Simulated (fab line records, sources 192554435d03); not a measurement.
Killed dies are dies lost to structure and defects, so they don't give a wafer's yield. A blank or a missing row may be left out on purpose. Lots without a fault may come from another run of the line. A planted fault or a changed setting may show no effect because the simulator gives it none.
fab line records | flow n5_finfet
record lots=24 wafers=72 last_day=18
route steps=1938 shown BEOL_M7@1285 BEOL_M8@1336
lots that met no fault: from a run of the same line without faults
start_h: hours from the record's first day to the start of the lot's first wafer shown | wait_h: hours since the lot's step before | " the same as in the row above | L1.1+2: a row that stands for several wafers | - no value, or no start given | * or withheld: withheld | < > ~ a bound
route shown NAME@n: a module of which the file shows steps, and the number in the route of the first | usual: mean/standard deviation of fault-free wafers | same: alike in all rows | chamber/n: place in a boat | sites: the reading at each site | _std_site: their standard deviation | _edge_site: outer sites' mean less inner sites' | radius_mm: how far each site lies from the wafer's centre | mask NAME#n: copy n | behind: the tool/chamber that last shaped the wafer | hold: why the lot was held/for how many hours/how that ended | device: the transistor (n, p or np) that didn't switch | end of line: the same wafers' tests at the end of the route | a step without rows: its recipe alone | killed: dies lost to structure and defects at the first sort, not the wafer's yield | map: a wafer's dies, x killed, . not, _ none there
set.NAME: the setting as run; set.NAME@STEP: as run at that earlier step | model.NAME: the simulator's own value behind a step, which no gauge read
steps of the route over a sample of lots; a table a step, a row a wafer
services: from which hour (start_h, from the record's first day; less than 0 if before it) a tool's chamber was out of use, for how many hours, and why
## steps
# step N5_BEOL_M7_STRIP_19
# recipe chemistry=O2 power_w=400 temp_c=40 pressure_mtorr=30 rf_frequency_hz=6e+07 bias_power_w=0 overash_fraction=0.2 o2_flow_sccm=225
# usual drypump_motor_current_A=5.5/0.4 o2_flow_sccm=224.9/0.72 oes_product_au=0.78/0.079 rf_vpp_V=3.7/0.61 showerhead_plenum_p_Torr=2.09/0.062 throttle_valve_pct=16.65/0.17
# same overash_fraction=0.2
# columns lot.wafer tool chamber start_h wait_h drypump_motor_current_A o2_flow_sccm oes_product_au rf_hours_counter_h rf_vpp_V showerhead_plenum_p_Torr throttle_valve_pct
L074.3 rie_diel-04 3 198.50 0.1 5.3 224.8 0.72 171 3.0 2.18 16.87
L074.4 " 1 " " 4.9 224.0 0.86 59 4.2 2.22 16.64
L074.6 " 2 " " 5.3 224.2 0.92 - 3.2 2.05 16.27
L075.2 rie_diel-04 0 200.57 0.1 5.6 225.9 0.74 174 3.5 2.09 16.69
L075.4 " 1 " " 4.9 224.6 0.86 59 3.8 2.21 16.65
L075.5 " 2 " " 5.3 223.7 0.92 - 3.3 2.05 16.28
L076.1 rie_diel-03 0 205.62 0.2 5.6 224.7 0.73 184 3.5 2.08 16.54
L076.4 " 2 " " 5.4 225.4 0.93 22 3.9 2.06 16.54
L076.6 " 3 " " 6.2 224.5 0.81 - 2.8 2.03 16.59
L078.1 rie_diel-05 0 207.67 0.2 4.8 223.9 0.69 228 4.0 2.16 16.84
L078.4 " 3 " " 5.8 224.4 0.74 151 3.9 2.10 16.74
L078.6 " 1 " " 5.8 226.3 0.73 - 3.2 2.01 16.55
L077.1 rie_diel-03 0 211.74 0.1 5.6 226.0 0.74 187 3.1 2.08 16.54
L077.3 " 2 " " 5.4 224.6 0.91 23 3.0 2.06 16.54
L077.4 " 3 " " 6.2 225.7 0.81 81 4.3 2.03 16.59
L079.1 rie_diel-03 1 228.59 0.1 5.3 225.8 0.70 220 4.1 2.16 16.81
L079.5 " 1 " " 5.2 226.3 0.70 - 3.5 2.16 16.80
L079.6 " 0 " " 5.6 225.1 0.74 - 3.3 2.08 16.56
L080.1 rie_diel-03 1 241.93 0.1 5.2 224.8 0.70 224 4.3 2.16 16.82
L080.3 " 0 " " 5.6 225.4 0.74 195 3.6 2.08 16.54
L080.4 " 2 " " 5.4 224.5 0.91 33 2.8 2.05 16.58
L081.2 rie_diel-04 2 247.29 0.1 5.3 223.8 0.89 37 3.8 2.04 16.31
L081.3 " 3 " " 5.3 224.1 0.71 187 4.1 2.17 16.93
L081.4 " 1 " " 4.9 224.5 0.83 76 4.4 2.21 16.66
L083.2 rie_diel-04 3 270.49 0.2 5.3 224.0 0.70 193 2.4 2.17 16.90
L083.5 " 0 " " 5.6 224.5 0.74 - 4.7 2.08 16.73
L083.6 " 3 " " 5.3 225.1 0.71 - 3.5 2.17 16.92
L084.3 rie_diel-04 2 270.57 0.1 5.3 223.1 0.87 44 3.4 2.04 16.31
L084.5 " 1 " " 4.9 225.9 0.83 - 3.4 2.21 16.69
L084.6 " 2 " " 5.3 225.9 0.87 - 5.2 2.04 16.32
L087.3 rie_diel-05 1 270.77 0.1 5.8 223.3 0.73 193 3.0 2.00 16.58
L087.4 " 0 " " 4.8 224.7 0.68 248 3.5 2.16 16.89
L087.6 " 1 " " 5.8 223.7 0.70 - 4.0 2.00 16.58
L082.4 rie_diel-03 2 274.64 0.1 5.4 224.9 0.88 45 3.3 2.05 16.59
L082.5 " 3 " " 6.2 224.8 0.79 - 3.0 2.02 16.61
L082.6 " 2 " " 5.4 224.6 0.89 - 3.6 2.05 16.60
L086.4 rie_diel-04 2 274.91 0.1 5.3 225.3 0.88 45 3.0 2.04 16.34
L086.5 " 3 " " 5.2 224.3 0.71 - 2.5 2.17 16.90
L086.6 " 2 " " 5.3 224.9 0.89 - 3.4 2.04 16.34
L085.2 rie_diel-05 3 287.31 0.1 5.9 223.4 0.71 175 4.5 2.09 16.78
L085.3 " 2 " " 6.1 225.2 0.75 171 2.6 2.09 16.67
L085.6 " 3 " " 5.9 225.1 0.71 - 5.0 2.09 16.77
L088.1 rie_diel-03 2 291.07 0.1 5.4 224.2 0.86 48 2.8 2.05 16.60
L088.2 " 1 " " 5.2 225.7 0.69 240 3.4 2.15 16.86
L088.4 " 0 " " 5.6 225.8 0.72 212 2.5 2.08 16.63
L089.1 rie_diel-05 1 306.57 0.2 5.8 225.9 0.71 204 2.7 1.99 16.61
L089.4 " 0 " " 4.8 225.9 0.96 2 4.4 2.15 16.45
L089.6 " 1 " " 5.8 225.8 0.70 - 4.4 2.00 16.58
L090.1 rie_diel-04 0 310.04 0.1 5.7 226.0 0.72 203 2.9 2.08 16.75
L090.3 " 1 " " 4.9 224.2 0.82 92 3.0 2.20 16.68
L090.6 " 1 " " 4.8 224.1 0.82 - 3.9 2.20 16.70
L091.1 rie_diel-03 0 312.53 0.1 5.6 225.0 0.72 217 3.4 2.07 16.61
L091.2 " 1 " " 5.2 225.2 0.69 246 3.8 2.15 16.86
L091.3 " 3 " " 6.2 225.1 0.79 108 3.9 2.02 16.65
L092.4 rie_diel-05 0 319.07 0.1 4.8 224.6 0.94 6 3.7 2.15 16.47
L092.5 " 1 " " 5.8 224.8 0.70 - 4.9 1.99 16.63
L092.6 " 0 " " 4.7 224.8 0.95 - 3.9 2.15 16.49
L093.1 rie_diel-05 0 319.13 0.1 4.8 224.8 0.94 6 3.6 2.15 16.48
L093.2 " 1 " " 5.8 223.5 0.70 207 3.8 1.99 16.62
L093.4 " 2 " " 6.1 225.6 0.73 179 4.0 2.09 16.66
L094.2 rie_diel-03 2 323.78 0.2 5.4 224.3 0.87 58 4.8 2.04 16.63
L094.5 " 3 " " 6.2 224.8 0.78 - 3.8 2.02 16.64
L094.6 " 2 " " 5.4 224.4 0.86 - 3.2 2.04 16.62
L095.2 rie_diel-03 0 326.30 0.1 5.6 224.7 0.72 221 4.6 2.07 16.63
L095.4 " 0 " " 5.6 225.1 0.72 - 3.6 2.07 16.63
L095.6 " 3 " " 6.2 224.1 0.78 - 3.9 2.02 16.66
L096.1 rie_diel-04 1 329.77 0.2 4.9 225.7 0.82 99 3.5 2.20 16.72
L096.2 " 3 " " 5.2 225.9 0.70 209 3.7 2.17 16.92
L096.3 " 0 " " 5.6 224.4 0.72 208 4.3 2.08 16.77
L097.1 rie_diel-04 3 349.84 0.3 5.2 224.3 0.69 215 3.8 2.16 16.95
L097.2 " 0 " " 5.6 224.5 0.71 214 4.8 2.08 16.79
L097.5 " 2 " " 5.3 224.9 0.85 - 3.9 2.03 16.36
# step N5_BEOL_M7_VIA_ETCH_34
# recipe chemistry=C4F6/O2 target=SiCOH_lowk target_depth_a=1255 mask_material=SOC taper_deg=4 time_s=50.5 ion_energy_ev=250 pressure_mtorr=30 source_w=345 bias_w=185 Ar_flow_sccm=300 C4F6_flow_sccm=10 O2_flow_sccm=10
# usual drypump_motor_current_A=5.5/0.46 oes_product_au=0.76/0.077 rf_fwd_power_W=341.3/1.6 rf_vpp_V=666/7.9 showerhead_plenum_p_Torr=2.84/0.079 throttle_valve_pct=20.89/0.13
# columns lot.wafer tool chamber start_h wait_h drypump_motor_current_A oes_product_au rf_fwd_power_W rf_hours_counter_h rf_vpp_V showerhead_plenum_p_Torr throttle_valve_pct
L074.3 rie_diel-05 1 199.97 0.0 5.8 0.73 340.9 171 653 2.74 20.76
L074.4 " 2 " " 6.1 0.77 339.2 145 680 2.85 20.82
L074.6 " 3 " " 5.8 0.73 341.1 - 666 2.84 20.89
L075.2 rie_diel-04 1 201.38 0.0 4.9 0.87 341.7 59 659 3.01 20.95
L075.4 " 0 " " 5.6 0.74 339.8 175 665 2.83 20.90
L075.5 " 1 " " 4.9 0.86 341.9 - 660 3.01 20.98
L076.1 rie_diel-03 1 206.54 0.0 5.2 0.71 340.9 213 664 2.94 21.05
L076.4 " 2 " " 5.4 0.92 342.1 22 674 2.79 20.83
L076.6 " 1 " " 5.3 0.71 342.6 - 664 2.94 21.07
L078.1 rie_diel-03 1 208.39 0.0 5.2 0.70 341.3 214 662 2.94 21.07
L078.4 " 0 " " 5.6 0.74 341.1 185 662 2.83 20.76
L078.6 " 0 " " 5.6 0.74 342.0 - 662 2.83 20.74
L077.1 rie_diel-05 0 215.11 0.0 4.7 0.70 341.9 230 669 2.92 20.99
L077.3 " 1 " " 5.8 0.73 341.3 176 651 2.74 20.78
L077.4 " 3 " " 5.8 0.74 339.7 153 667 2.84 20.90
L079.1 rie_diel-05 0 231.08 0.0 4.7 0.69 343.2 236 670 2.92 21.00
L079.5 " 0 " " 4.7 0.70 343.3 - 671 2.92 20.99
L079.6 " 1 " " 5.8 0.73 340.5 - 652 2.73 20.78
L080.1 rie_diel-04 3 242.61 0.0 5.2 0.71 339.8 186 670 2.96 21.17
L080.3 " 1 " " 4.9 0.85 342.4 74 661 3.00 20.98
L080.4 " 0 " " 5.6 0.74 339.6 187 663 2.83 20.91
L081.2 rie_diel-04 1 248.80 0.0 4.9 0.84 343.5 76 661 3.00 20.99
L081.3 " 0 " " 5.7 0.74 338.6 188 662 2.83 20.92
L081.4 " 3 " " 5.3 0.70 343.1 187 671 2.96 21.17
L087.3 rie_diel-04 3 272.53 0.0 5.2 0.70 341.2 194 671 2.95 21.18
L087.4 " 1 " " 4.9 0.84 344.7 83 660 3.00 21.00
L087.6 " 0 " " 5.7 0.74 340.1 - 663 2.82 20.93
L084.3 rie_diel-05 0 272.58 0.0 4.8 0.69 341.8 249 670 2.91 21.01
L084.5 " 1 " " 5.8 0.72 341.2 - 652 2.73 20.82
L084.6 " 0 " " 4.8 0.69 341.9 - 671 2.91 21.00
L083.2 rie_diel-03 0 272.74 0.0 5.6 0.72 339.9 207 662 2.82 20.79
L083.5 " 1 " " 5.3 0.69 341.2 - 663 2.93 21.10
L083.6 " 2 " " 5.4 0.87 341.6 - 674 2.78 20.84
L082.4 rie_diel-03 3 278.38 0.0 6.2 0.79 342.6 98 668 2.76 20.87
L082.5 " 3 " " 6.2 0.79 342.4 - 668 2.76 20.86
L082.6 " 2 " " 5.4 0.88 341.5 - 673 2.78 20.86
L086.4 rie_diel-05 0 278.77 0.0 4.8 0.68 342.5 250 670 2.91 21.02
L086.5 " 0 " " 4.8 0.67 342.5 - 670 2.91 21.01
L086.6 " 3 " " 5.8 0.71 341.5 - 666 2.83 20.95
L085.2 rie_diel-03 1 288.31 0.0 5.3 0.69 344.0 239 664 2.93 21.10
L085.3 " 2 " " 5.4 0.87 342.0 47 675 2.78 20.84
L085.6 " 2 " " 5.4 0.86 341.6 - 675 2.78 20.84
L088.1 rie_diel-05 1 293.56 0.0 5.8 0.70 340.2 200 653 2.73 20.82
L088.2 " 2 " " 6.1 0.75 340.2 173 679 2.84 20.87
L088.4 " 3 " " 5.8 0.71 339.8 - 665 2.83 20.93
L089.1 rie_diel-04 2 311.14 0.0 5.3 0.87 344.8 54 669 2.79 20.68
L089.4 " 1 " " 4.9 0.83 341.8 92 658 2.99 21.00
L089.6 " 3 " " 5.3 0.70 341.6 - 671 2.95 21.20
L090.1 rie_diel-05 1 311.60 0.0 5.8 0.70 341.8 205 653 2.72 20.82
L090.3 " 0 " " 4.8 0.96 342.7 3 671 2.91 20.71
L090.6 " 2 " " 6.1 0.75 338.3 - 679 2.84 20.87
L091.1 rie_diel-04 1 313.68 0.0 4.9 0.82 341.6 93 659 2.99 21.00
L091.2 " 2 " " 5.3 0.86 343.4 55 668 2.79 20.67
L091.3 " 3 " " 5.2 0.69 342.2 204 672 2.95 21.19
L092.4 rie_diel-05 3 321.62 0.0 5.8 0.71 341.3 185 665 2.83 20.96
L092.5 " 1 " " 5.8 0.70 342.0 - 654 2.72 20.83
L092.6 " 2 " " 6.1 0.74 338.8 - 679 2.84 20.87
L093.1 rie_diel-05 2 322.04 0.0 6.1 0.74 338.7 180 680 2.84 20.88
L093.2 " 3 " " 5.8 0.70 339.5 185 667 2.83 20.95
L093.4 " 0 " " 4.8 0.94 344.3 6 671 2.91 20.69
L094.2 rie_diel-05 1 324.78 0.0 5.8 0.70 341.9 209 652 2.72 20.81
L094.5 " 2 " " 6.1 0.74 338.6 - 679 2.84 20.88
L094.6 " 3 " " 5.8 0.71 341.5 - 666 2.83 20.95
L095.2 rie_diel-05 3 328.04 0.0 5.8 0.70 340.8 187 666 2.83 20.97
L095.4 " 0 " " 4.7 0.94 342.8 8 669 2.91 20.70
L095.6 " 1 " " 5.8 0.70 340.9 - 652 2.72 20.83
L096.1 rie_diel-05 1 332.00 0.0 5.8 0.70 342.0 210 651 2.72 20.83
L096.2 " 3 " " 5.8 0.70 341.3 188 664 2.83 20.95
L096.3 " 0 " " 4.7 0.93 342.2 8 670 2.91 20.70
L097.1 rie_diel-05 3 353.77 0.0 5.8 0.70 341.1 194 666 2.82 20.97
L097.2 " 0 " " 4.8 0.92 341.8 15 670 2.90 20.69
L097.5 " 1 " " 5.8 0.70 341.5 - 652 2.72 20.83
# step N5_BEOL_M7_SURFACE_TREAT_79
# recipe gas=Ar time_s=* ion_energy_ev=* ion_current_ma_cm2=0.5 pressure_mtorr=* ar_flow_sccm=30
# usual pressure_mtorr=* throttle_valve_pct=*
# columns lot.wafer tool chamber start_h wait_h pressure_mtorr throttle_valve_pct
L074.3 pvd_sputter-02 - 201.35 0.2 * *
L074.4 " - " " * *
L074.6 " - " " * *
L075.2 pvd_sputter-03 - 203.22 0.5 * *
L075.4 " - " " * *
L075.5 " - " " * *
L076.1 pvd_sputter-01 - 208.01 0.2 * *
L076.4 " - " " * *
L076.6 " - " " * *
L078.1 pvd_sputter-02 - 209.83 0.2 * *
L078.4 " - " " * *
L078.6 " - " " * *
L077.1 pvd_sputter-03 - 216.58 0.3 * *
L077.3 " - " " * *
L077.4 " - " " * *
L079.1 pvd_sputter-03 - 232.48 0.2 * *
L079.5 " - " " * *
L079.6 " - " " * *
L080.1 pvd_sputter-03 - 245.17 1.3 * *
L080.3 " - " " * *
L080.4 " - " " * *
L081.2 pvd_sputter-01 - 250.72 0.3 * *
L081.3 " - " " * *
L081.4 " - " " * *
L087.3 pvd_sputter-01 - 273.95 0.2 * *
L087.4 " - " " * *
L087.6 " - " " * *
L084.3 pvd_sputter-01 - 274.15 0.2 * *
L084.5 " - " " * *
L084.6 " - " " * *
L083.2 pvd_sputter-01 - 274.67 0.4 * *
L083.5 " - " " * *
L083.6 " - " " * *
L082.4 pvd_sputter-01 - 279.75 0.2 * *
L082.5 " - " " * *
L082.6 " - " " * *
L086.4 pvd_sputter-03 - 280.04 0.2 * *
L086.5 " - " " * *
L086.6 " - " " * *
L085.2 pvd_sputter-03 - 292.60 2.0 * *
L085.3 " - " " * *
L085.6 " - " " * *
L088.1 pvd_sputter-03 - 294.96 0.3 * *
L088.2 " - " " * *
L088.4 " - " " * *
L089.1 pvd_sputter-01 - 312.51 0.2 * *
L089.4 " - " " * *
L089.6 " - " " * *
L090.1 pvd_sputter-02 - 313.76 0.5 * *
L090.3 " - " " * *
L090.6 " - " " * *
L091.1 pvd_sputter-03 - 315.14 0.2 * *
L091.2 " - " " * *
L091.3 " - " " * *
L092.4 pvd_sputter-03 - 322.90 0.2 * *
L092.5 " - " " * *
L092.6 " - " " * *
L093.1 pvd_sputter-01 - 323.38 0.3 * *
L093.2 " - " " * *
L093.4 " - " " * *
L094.2 pvd_sputter-03 - 326.10 0.3 * *
L094.5 " - " " * *
L094.6 " - " " * *
L095.2 pvd_sputter-03 - 329.61 0.4 * *
L095.4 " - " " * *
L095.6 " - " " * *
L096.1 pvd_sputter-03 - 333.62 0.2 * *
L096.2 " - " " * *
L096.3 " - " " * *
L097.1 pvd_sputter-02 - 355.27 0.5 * *
L097.2 " - " " * *
L097.5 " - " " * *
# step N5_BEOL_M7_CMP_52
# recipe stop_on=SiCOH_lowk t_overpolish_s=6.9 down_force_psi=1 platen_rpm=50 clearing_platen_down_force_psi=1.5 clearing_platen_rpm=50 post_cmp_clean=cu_alkaline target_thk_nm=80 clearing_platen_pad_velocity_m_s=0.99484 pad_velocity_m_s=0.99484
# usual barrier_field_endpoint_s=29.1/0.59 motor_current_A=6.0/0.47 overpolish_run_s=6.900/0.0097 time_to_endpoint_s=63.3/2.4
# columns lot.wafer tool chamber start_h wait_h barrier_field_endpoint_s motor_current_A overpolish_run_s time_to_endpoint_s
L074.3 cmp-01 0 202.45 0.2 28.9 5.1 6.896 65.4
L074.4 " 3 " " 29.5 5.7 6.909 63.6
L074.6 " 0 " " 29.6 5.4 6.920 60.7
L075.2 cmp-03 3 204.65 0.2 29.7 5.8 6.882 66.5
L075.4 " 1 " " 30.0 6.7 6.897 65.4
L075.5 " 2 " " 29.5 6.0 6.891 61.8
L076.4 cmp-03 3 209.09 0.2 29.6 5.6 6.885 63.0
L076.1 " 0 " " 29.3 6.0 6.896 61.8
L076.6 " 1 " " 30.1 6.7 6.897 63.5
L078.4 cmp-04 3 210.68 0.1 29.5 6.3 6.896 61.0
L078.1 " 2 " " 28.8 6.6 6.896 62.9
L078.6 " 3 " " 28.6 6.4 6.906 59.8
L077.4 cmp-03 0 218.17 0.1 29.7 5.7 6.906 62.7
L077.3 " 1 " " 28.8 6.5 6.890 62.5
L077.1 " 3 " " 28.9 5.7 6.900 61.4
L079.1 cmp-04 3 233.37 0.4 28.0 6.3 6.908 59.3
L079.5 " 2 " " 29.3 6.7 6.899 61.0
L079.6 " 3 " " 28.5 6.5 6.901 60.6
L080.3 cmp-01 0 246.03 0.2 28.1 5.4 6.909 61.4
L080.4 " 2 " " 28.6 6.2 6.888 63.4
L080.1 " 3 " " 29.3 5.8 6.908 65.5
L081.3 cmp-01 3 251.55 0.2 29.6 5.5 6.890 65.3
L081.4 " 0 " " 29.4 5.1 6.904 62.8
L081.2 " 2 " " 28.8 6.5 6.896 61.1
L087.3 cmp-03 3 275.01 0.2 29.7 5.4 6.887 62.1
L087.4 " 1 " " 30.5 6.7 6.904 68.0
L087.6 " 3 " " 29.5 5.3 6.912 65.0
L084.3 cmp-01 3 275.25 0.2 29.4 5.7 6.882 64.5
L084.6 " 3 " " 29.7 5.8 6.889 66.1
L084.5 " 0 " " 29.5 5.2 6.903 64.4
L083.2 cmp-04 2 275.71 0.5 30.0 6.9 6.914 66.6
L083.6 " 0 " " 29.6 6.2 6.897 65.5
L083.5 " 1 " " 30.1 6.4 6.885 68.0
L082.4 cmp-03 3 280.82 0.2 28.6 5.5 6.894 63.0
L082.5 " 0 " " 28.8 6.0 6.903 62.7
L082.6 " 1 " " 28.4 6.7 6.903 61.7
L086.4 cmp-03 1 281.16 0.2 30.6 6.4 6.908 64.3
L086.6 " 0 " " 29.1 5.6 6.907 64.7
L086.5 " 1 " " 29.1 6.8 6.898 64.1
L085.2 cmp-03 0 293.49 0.2 28.6 5.7 6.901 64.7
L085.3 " 2 " " 28.0 6.0 6.887 62.0
L085.6 " 0 " " 28.7 6.2 6.911 63.6
L088.2 cmp-04 1 296.49 0.3 28.9 6.4 6.908 63.4
L088.1 " 2 " " 28.7 6.8 6.898 62.9
L088.4 " 3 " " 28.2 6.3 6.894 62.5
L089.1 cmp-04 3 313.52 0.3 29.4 6.3 6.910 61.8
L089.4 " 1 " " 28.8 6.4 6.917 62.8
L089.6 " 2 " " 29.0 6.8 6.898 62.9
L090.1 cmp-03 1 315.01 0.3 28.9 6.8 6.910 61.3
L090.3 " 0 " " 28.6 5.9 6.884 61.6
L090.6 " 1 " " 29.1 6.7 6.927 64.0
L091.2 cmp-01 2 316.48 0.2 29.4 6.1 6.899 64.8
L091.3 " 3 " " 29.6 5.5 6.898 68.3
L091.1 " 0 " " 29.7 5.2 6.897 68.0
L092.4 cmp-01 1 324.07 0.2 28.9 5.8 6.919 65.9
L092.5 " 2 " " 29.6 6.3 6.925 64.7
L092.6 " 3 " " 30.1 5.6 6.910 65.8
L093.2 cmp-01 0 324.55 0.3 28.7 5.4 6.899 65.3
L093.4 " 1 " " 29.3 5.7 6.879 63.1
L093.1 " 2 " " 28.3 6.2 6.918 63.5
L094.2 cmp-01 0 327.32 0.3 28.5 5.3 6.891 62.4
L094.6 " 2 " " 29.8 6.2 6.905 62.8
L094.5 " 3 " " 29.5 5.3 6.887 66.2
L095.2 cmp-03 3 331.25 0.2 28.6 5.6 6.907 58.3
L095.4 " 0 " " 28.2 6.0 6.903 59.4
L095.6 " 3 " " 29.0 5.8 6.922 60.2
L096.3 cmp-04 0 334.78 0.2 29.4 6.2 6.898 65.6
L096.2 " 1 " " 29.2 6.2 6.888 67.0
L096.1 " 3 " " 28.9 6.4 6.897 62.5
L097.1 cmp-03 0 357.32 0.3 28.7 5.7 6.900 61.8
L097.2 " 2 " " 28.1 6.0 6.903 61.8
L097.5 " 3 " " 28.9 5.5 6.899 63.0
# step N5_BEOL_M8_HM_DEP_02
# recipe material=TiN target_thk_a=200 temp_c=25 chamber_pressure_pa=0.49996
# usual throttle_valve_pct=30.1/1.2
# columns lot.wafer tool chamber start_h wait_h throttle_valve_pct
L074.3 pvd_sputter-03 - 204.38 0.8 30.7
L074.4 " - " " 31.9
L074.6 " - " " 32.0
L075.2 pvd_sputter-03 - 206.98 1.2 31.8
L075.4 " - " " 28.6
L075.5 " - " " 30.8
L076.1 pvd_sputter-02 - 211.09 1.0 29.8
L076.4 " - " " 30.9
L076.6 " - " " 29.3
L078.1 pvd_sputter-03 - 215.34 3.1 30.7
L078.4 " - " " 28.1
L078.6 " - " " 27.9
L077.1 pvd_sputter-02 - 219.37 0.0 29.5
L077.3 " - " " 29.3
L077.4 " - " " 31.1
L079.1 pvd_sputter-03 - 236.36 1.9 32.2
L079.5 " - " " 28.2
L079.6 " - " " 30.7
L080.1 pvd_sputter-01 - 247.88 0.7 29.1
L080.3 " - " " 31.0
L080.4 " - " " 30.3
L081.2 pvd_sputter-03 - 252.73 0.1 32.0
L081.3 " - " " 28.4
L081.4 " - " " 28.3
L087.3 pvd_sputter-02 - 278.35 2.2 29.6
L087.4 " - " " 30.7
L087.6 " - " " 29.6
L083.2 pvd_sputter-02 - 278.83 2.1 30.8
L083.5 " - " " 29.6
L083.6 " - " " 29.5
L084.3 pvd_sputter-02 - 278.93 2.1 29.5
L084.5 " - " " 30.8
L084.6 " - " " 29.4
L086.4 pvd_sputter-01 - 282.63 0.4 30.8
L086.5 " - " " 28.8
L086.6 " - " " 31.3
L082.4 pvd_sputter-01 - 282.73 0.4 30.6
L082.5 " - " " 31.1
L082.6 " - " " 29.2
L085.2 pvd_sputter-01 - 296.49 1.2 30.2
L085.3 " - " " 28.9
L085.6 " - " " 31.4
L088.1 pvd_sputter-03 - 300.24 2.4 30.2
L088.2 " - " " 28.1
L088.4 " - " " 28.4
L089.1 pvd_sputter-02 - 314.92 0.3 29.4
L089.4 " - " " 29.5
L089.6 " - " " 29.3
L090.1 pvd_sputter-01 - 318.16 2.0 29.0
L090.3 " - " " 30.8
L090.6 " - " " 29.0
L091.1 pvd_sputter-01 - 318.42 0.8 31.0
L091.2 " - " " 29.1
L091.3 " - " " 30.9
L092.4 pvd_sputter-03 - 325.95 0.4 31.8
L092.5 " - " " 28.5
L092.6 " - " " 30.9
L093.1 pvd_sputter-01 - 326.18 0.5 31.0
L093.2 " - " " 30.9
L093.4 " - " " 29.0
L094.2 pvd_sputter-03 - 329.08 0.7 30.5
L094.5 " - " " 32.0
L094.6 " - " " 30.5
L095.2 pvd_sputter-03 - 333.22 0.8 30.8
L095.4 " - " " 28.2
L095.6 " - " " 32.0
L096.1 pvd_sputter-01 - 337.98 1.4 31.4
L096.2 " - " " 29.1
L096.3 " - " " 30.2
L097.1 pvd_sputter-01 - 360.58 2.2 31.0
L097.2 " - " " 31.5
L097.5 " - " " 29.0
# step N5_BEOL_M8_OVL_MEAS_12
# recipe points_per_wafer=44
# usual M8_OVL=0.2/0.7
# columns lot.wafer tool chamber start_h wait_h M8_OVL[nm]
L074.3 overlay-02 0 205.01 0.0 -0.1
L074.4 " 0 " " 0.2
L074.6 " 0 " " 0.1
L075.2 overlay-02 0 207.61 0.0 0.4
L075.4 " 0 " " 0.3
L075.5 " 0 " " 0.5
L076.1 overlay-02 0 211.62 0.0 -1.5
L076.4 " 0 " " -0.9
L076.6 " 0 " " -0.7
L078.1 overlay-02 0 215.74 0.0 0.4
L078.4 " 0 " " -0.5
L078.6 " 0 " " -0.4
L077.1 overlay-02 0 219.89 0.0 1.0
L077.3 " 0 " " 1.1
L077.4 " 0 " " 0.5
L079.1 overlay-02 0 236.89 0.0 -0.1
L079.5 " 0 " " 1.0
L079.6 " 0 " " 0.3
L080.1 overlay-02 0 248.41 0.0 1.0
L080.3 " 0 " " 0.4
L080.4 " 0 " " 0.8
L081.2 overlay-01 0 253.28 0.0 -1.5
L081.3 " 0 " " -0.3
L081.4 " 0 " " -0.8
L087.3 overlay-02 0 278.88 0.0 0.1
L087.4 " 0 " " 0.7
L087.6 " 0 " " 0.4
L083.2 overlay-01 0 279.36 0.0 0.0
L083.5 " 0 " " 1.1
L083.6 " 0 " " 1.0
L084.3 overlay-01 0 279.53 0.0 -0.4
L084.5 " 0 " " -0.6
L084.6 " 0 " " -0.6
L086.4 overlay-01 0 283.18 0.0 0.0
L086.5 " 0 " " -0.4
L086.6 " 0 " " -0.3
L082.4 overlay-01 0 283.33 0.0 0.3
L082.5 " 0 " " -0.7
L082.6 " 0 " " 0.1
L085.2 overlay-02 0 296.90 0.0 0.6
L085.3 " 0 " " 1.7
L085.6 " 0 " " 0.7
L088.1 overlay-02 0 300.77 0.0 0.8
L088.2 " 0 " " -0.4
L088.4 " 0 " " 1.2
L089.1 overlay-01 0 315.32 0.0 0.1
L089.4 " 0 " " -0.2
L089.6 " 0 " " -0.2
L090.1 overlay-01 0 318.69 0.0 0.2
L090.3 " 0 " " -0.6
L090.6 " 0 " " 0.2
L091.1 overlay-02 0 318.96 0.0 0.4
L091.2 " 0 " " -0.7
L091.3 " 0 " " 0.3
L092.4 overlay-02 0 326.43 0.0 -0.2
L092.5 " 0 " " 0.9
L092.6 " 0 " " -0.1
L093.1 overlay-02 0 326.71 0.0 0.6
L093.2 " 0 " " 0.5
L093.4 " 0 " " 0.6
L094.2 overlay-02 0 329.61 0.0 0.3
L094.5 " 0 " " 0.9
L094.6 " 0 " " 1.0
L095.2 overlay-01 0 333.63 0.0 0.0
L095.4 " 0 " " 0.7
L095.6 " 0 " " -0.3
L096.1 overlay-02 0 338.38 0.0 -0.3
L096.2 " 0 " " 0.3
L096.3 " 0 " " 0.3
L097.1 overlay-01 0 361.12 0.0 -1.5
L097.2 " 0 " " -0.1
L097.5 " 0 " " -0.7
## services
# columns tool chamber start_h hours kind
rie_diel-04 3 177.55 5.5 repair
rie_diel-03 2 191.94 6.5 repair
pvd_sputter-01 - 194.82 4.9 repair
cmp-03 - 198.46 4.0 pm
rie_diel-05 - 203.16 0.3 repair
rie_diel-04 0 208.33 7.4 repair
cmp-01 - 208.84 35.8 repair
cmp-04 - 229.81 3.3 repair
rie_diel-03 3 260.74 9.0 repair
rie_diel-05 - 265.48 2.8 pm
rie_diel-05 0 278.99 - clean
rie_diel-05 0 278.99 - consumable_replace:focus_ring
rie_diel-05 0 278.99 22.2 scheduled_down
rie_diel-05 0 278.99 22.2 vent_cycle
cmp-01 - 288.75 4.0 pm
rie_diel-04 0 312.76 5.1 repair
cmp-04 - 316.18 0.8 repair
rie_diel-03 1 323.78 - clean
rie_diel-03 1 323.78 - consumable_replace:focus_ring
rie_diel-03 1 323.78 14.6 scheduled_down
rie_diel-03 1 323.78 14.6 vent_cycle
cmp-01 - 330.90 2.4 repair
rie_diel-03 0 340.47 4.7 repair
cmp-01 - 348.81 2.2 repair
## key
fault none
